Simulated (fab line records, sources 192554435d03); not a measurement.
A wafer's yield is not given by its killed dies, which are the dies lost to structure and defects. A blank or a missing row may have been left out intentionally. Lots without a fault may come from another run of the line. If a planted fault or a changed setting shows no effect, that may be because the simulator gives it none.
Which tool was responsible? / flow n5Finfet / 36 wafers from 12 lots sampled at 3 of the route's 1938 steps

WHAT EACH GAUGE READ, for each wafer
N5_PASSIVATION_OVL_MEAS_60.
lot=L841; measured=day 12 07:59; on=overlay-01; TV_OVL (nm)=2 7 2
lot=L843; measured=day 12 23:43; on=overlay-01; TV_OVL (nm)=4 8 6
lot=L845; measured=day 14 00:37; on=overlay-01; TV_OVL (nm)=-6 4 -2
lot=L844; measured=day 14 00:25; on=overlay-02; TV_OVL (nm)=-2 -5 0
lot=L846; measured=day 14 07:07; on=overlay-01; TV_OVL (nm)=-1 -11 -7
lot=L849; measured=day 14 12:20; on=overlay-01; TV_OVL (nm)=4 8 13
lot=L851; measured=day 14 18:39; on=overlay-01; TV_OVL (nm)=-3 5 -2
lot=L850; measured=day 14 22:41; on=overlay-01; TV_OVL (nm)=1 3 6
lot=L853; measured=day 16 00:05; on=overlay-01; TV_OVL (nm)=9 7 13
lot=L855; measured=day 15 23:56; on=overlay-02; TV_OVL (nm)=1 -3 1
lot=L856; measured=day 16 11:47; on=overlay-01; TV_OVL (nm)=3 6 -2
lot=L861; measured=day 17 08:27; on=overlay-02; TV_OVL (nm)=1 -6 -4

TOOL THAT RAN EACH LOT (tool first, then ch and the chambers of the sampled wafers, then the start)
lot=L841; N5_BEOL_M13_ECD_47=ecdCu-02 ch 0,1, day 11 10:07; N5_MIM_BOT_SPUTTER_00=pvdSputter-02, day 12 03:50
lot=L843; N5_BEOL_M13_ECD_47=ecdCu-02 ch 0,1, day 12 01:20; N5_MIM_BOT_SPUTTER_00=pvdSputter-01, day 12 18:25
lot=L845; N5_BEOL_M13_ECD_47=ecdCu-01 ch 0,1, day 13 02:31; N5_MIM_BOT_SPUTTER_00=pvdSputter-03, day 13 17:35
lot=L844; N5_BEOL_M13_ECD_47=ecdCu-02 ch 0,1, day 13 02:56; N5_MIM_BOT_SPUTTER_00=pvdSputter-03, day 13 18:05
lot=L846; N5_BEOL_M13_ECD_47=ecdCu-02 ch 0,1, day 13 09:31; N5_MIM_BOT_SPUTTER_00=pvdSputter-01, day 14 03:29
lot=L849; N5_BEOL_M13_ECD_47=ecdCu-02 ch 0,1, day 13 18:44; N5_MIM_BOT_SPUTTER_00=pvdSputter-02, day 14 07:16
lot=L851; N5_BEOL_M13_ECD_47=ecdCu-02 ch 0, day 13 22:11; N5_MIM_BOT_SPUTTER_00=pvdSputter-03, day 14 12:33
lot=L850; N5_BEOL_M13_ECD_47=ecdCu-02 ch 0,1, day 14 03:22; N5_MIM_BOT_SPUTTER_00=pvdSputter-02, day 14 16:19
lot=L853; N5_BEOL_M13_ECD_47=ecdCu-01 ch 0,1, day 14 20:28; N5_MIM_BOT_SPUTTER_00=pvdSputter-03, day 15 16:14
lot=L855; N5_BEOL_M13_ECD_47=ecdCu-02 ch 0,1, day 15 03:22; N5_MIM_BOT_SPUTTER_00=pvdSputter-02, day 15 19:23
lot=L856; N5_BEOL_M13_ECD_47=ecdCu-02 ch 0,1, day 15 12:41; N5_MIM_BOT_SPUTTER_00=pvdSputter-01, day 16 03:49
lot=L861; N5_BEOL_M13_ECD_47=ecdCu-01 ch 0,1, day 16 09:45; N5_MIM_BOT_SPUTTER_00=pvdSputter-03, day 17 02:05
- N5_BEOL_M13_ECD_47: material Cu, target thk 936 nm.
- N5_MIM_BOT_SPUTTER_00: material TiN, target thk 35 nm, time 89.7 s.

AS READ BY THE TOOLS THEMSELVES (means over the sampled wafers that have a number; for cases with no such wafer, the mark the record gives instead)
N5_MIM_BOT_SPUTTER_00.
lot=L841; tool=pvdSputter-02; throttleValvePct (%)=29.5
lot=L843; tool=pvdSputter-01; throttleValvePct (%)=29.0
lot=L845; tool=pvdSputter-03; throttleValvePct (%)=28.4
lot=L844; tool=pvdSputter-03; throttleValvePct (%)=29.8
lot=L846; tool=pvdSputter-01; throttleValvePct (%)=30.2
lot=L849; tool=pvdSputter-02; throttleValvePct (%)=29.2
lot=L851; tool=pvdSputter-03; throttleValvePct (%)=30.1
lot=L850; tool=pvdSputter-02; throttleValvePct (%)=29.9
lot=L853; tool=pvdSputter-03; throttleValvePct (%)=28.9
lot=L855; tool=pvdSputter-02; throttleValvePct (%)=29.5
lot=L856; tool=pvdSputter-01; throttleValvePct (%)=29.1
lot=L861; tool=pvdSputter-03; throttleValvePct (%)=30.1

THE ANSWER, worked out from the rows above alone
Rule: the usual values come from the lots themselves. The widest of any qualifying gaps counts: lots, ordered by their means at a reading, are off when they make up no more than a third of the lots, leave a main group of 4 or more, and stand apart from it by 3 or more times the standard deviation of that group's means. A main group whose means are all the same, to the digits that the tables above print for the reading, isn't used. A lot without any number at a reading at which 4 lots or more have one is off too. Any other lot the step has rows for is counted as sound. The gauges are gone through in route order, then the tools' own readings, and for those a lot's mean is taken as printed above. The first step at which some lot is off is used, and at that step the reading that is off furthest; a lot without a number counts as furthest.
None of the lots is off at any reading shown; this tells nothing.

WHAT THE SIMULATOR HAD PUT IN
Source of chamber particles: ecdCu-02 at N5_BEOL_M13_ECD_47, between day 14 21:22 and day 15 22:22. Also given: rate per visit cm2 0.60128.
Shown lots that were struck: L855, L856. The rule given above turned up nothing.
